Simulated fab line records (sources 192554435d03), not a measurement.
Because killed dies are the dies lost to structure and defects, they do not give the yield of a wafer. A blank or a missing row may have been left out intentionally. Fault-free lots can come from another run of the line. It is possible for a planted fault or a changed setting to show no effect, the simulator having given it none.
Split-lot trial -- flow n5Finfet -- route with 1938 steps; 7 lots, 21 wafers read

== THE SPLIT ITSELF ==
At N5_DUMMY_GATE_PECVD_30 (deposits SiO2 from TEOS/O2, target thk 55 nm, time 10.8 s), the setting timeS was moved away from the recipe's 10.8 s on 6 of the 21 wafers read, by -14.6% to +14.8%. For the rest of the wafers, this setting stayed at what the recipe calls for.

== FROM THE SPLIT TO THE READING: what the file shows between them, 5 steps ==
- N5_DUMMY_GATE_COAT_34: time 60 s, resist thk 60 nm
- N5_DUMMY_GATE_COAT_35: time 60 s, resist thk 10 nm
- N5_DUMMY_GATE_ETCH_31: etches SiO2 in C4F6/O2, target depth 82.5 nm, time 27.5 s
- N5_DUMMY_GATE_STRIP_41: strips in O2
- N5_DUMMY_GATE_HM_OPEN_21: chemistry CH3F/O2, target SiNx, target depth 120 nm, time 171.4 s

== THE READING ==
SiO2_of_DUMMY_GATE_PECVD_30.thkNm (the simulator's own value, which no gauge read), in nm, at N5_DUMMY_GATE_ETCH_32 (etches SiO2 in CF4, target depth 3.5 nm, time 3.9 s). No usual value for it is given in the file. Average 41.5 nm, standard deviation 0.62 nm, over the 15 wafers here run with the recipe.

wafer,"tool, chamber at the split","timeS as run, s",against the recipe,"SiO2_of_DUMMY_GATE_PECVD_30.thkNm, nm",against lot-mates on the recipe
L074.1,"pecvd-04, 1",10.8,recipe,40.4,-
L074.2,"pecvd-04, 0",12.4,+14.8%,47.8,+6.2
L074.5,"pecvd-04, 2",10.8,recipe,42.8,-
L076.1,"pecvd-03, 1",9.225,-14.6%,34,-7.6
L076.4,"pecvd-03, 0",10.8,recipe,42,-
L076.5,"pecvd-03, 2",10.8,recipe,41.2,-
L079.2,"pecvd-01, 1",12.1,+12.0%,47.4,+6.2
L079.3,"pecvd-01, 0",10.8,recipe,40.4,-
L079.5,"pecvd-01, 2",10.8,recipe,42,-
L086.2,"pecvd-04, 0",10.8,recipe,41.2,-
L086.3,"pecvd-04, 2",10.8,recipe,42,-
L086.5,"pecvd-04, 1",10.8,recipe,42,-
L087.1,"pecvd-04, 1",10.8,recipe,41,-
L087.2,"pecvd-04, 2",12.2,+13.0%,49,+7.6
L087.6,"pecvd-04, 1",10.8,recipe,41.8,-
L090.3,"pecvd-04, 2,0,2",10.8,recipe,41.2,-
L090.5,"pecvd-04, 2,0,2",10.8,recipe,41.6,-
L090.6,"pecvd-04, 2,0,2",10.8,recipe,41.6,-
L094.1,"pecvd-01, 0",10.24,-5.2%,39,-2.4
L094.3,"pecvd-01, 2",10.8,recipe,41.4,-
L094.6,"pecvd-01, 0",10.24,-5.2%,39.8,-1.6
When a row names more than one chamber, that row covers several wafers, and the file does not tell which wafer ran in which chamber.

FIT RESULTS
A straight line over all 21 wafers: SiO2_of_DUMMY_GATE_PECVD_30.thkNm changes by +0.491 nm for each +1% of timeS; r = +0.98; the points scatter about the line by 0.68 nm.
The same after taking each lot's own level away (the mean of its wafers on the recipe; 21 wafers): +0.496 nm for each +1%; r = +0.98; scatter 0.69 nm.
According to that fit, moving timeS by its largest amount changes the reading by 7.3 nm.
From 41.20 to 41.73 nm: that is the span of the lots' own levels, equal to 0.9 times the standard deviation above.
The two slopes agree, so the slope changes little with the lot-to-lot level.
Check: with one of the wafers moved furthest among these (+14.8%) left out of the fit, the line predicts +7.9 nm for it against its lot-mates. Against them it came out at +6.2 nm.

== THE WHOLE CHAIN: every reading that the file lists as answering this split, in the file's order ==
step,what it does,reading,change (the file's fit),r (the file's)
N5_DUMMY_GATE_PECVD_30,"deposits SiO2 from TEOS/O2, target thk 55 nm, time 10.8 s","SiO2_of_DUMMY_GATE_PECVD_30.thkNm (the simulator's own value, which no gauge read)",+0.485 nm for each +1% of the setting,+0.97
N5_DUMMY_GATE_HM_OPEN_21,"chemistry CH3F/O2, target SiNx, target depth 120 nm, time 171.4 s","SiO2_of_DUMMY_GATE_PECVD_30.thkNm (the simulator's own value, which no gauge read)",+0.495 nm for each +1% of the setting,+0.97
N5_DUMMY_GATE_ETCH_32,"etches SiO2 in CF4, target depth 3.5 nm, time 3.9 s","SiO2_of_DUMMY_GATE_PECVD_30.thkNm (the simulator's own value, which no gauge read)",+0.5 nm for each +1% of the setting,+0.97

== THE FILE'S OWN FIT ==
SiO2_of_DUMMY_GATE_PECVD_30.thkNm changes by +0.5 nm for each +1% of timeS, r = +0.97.
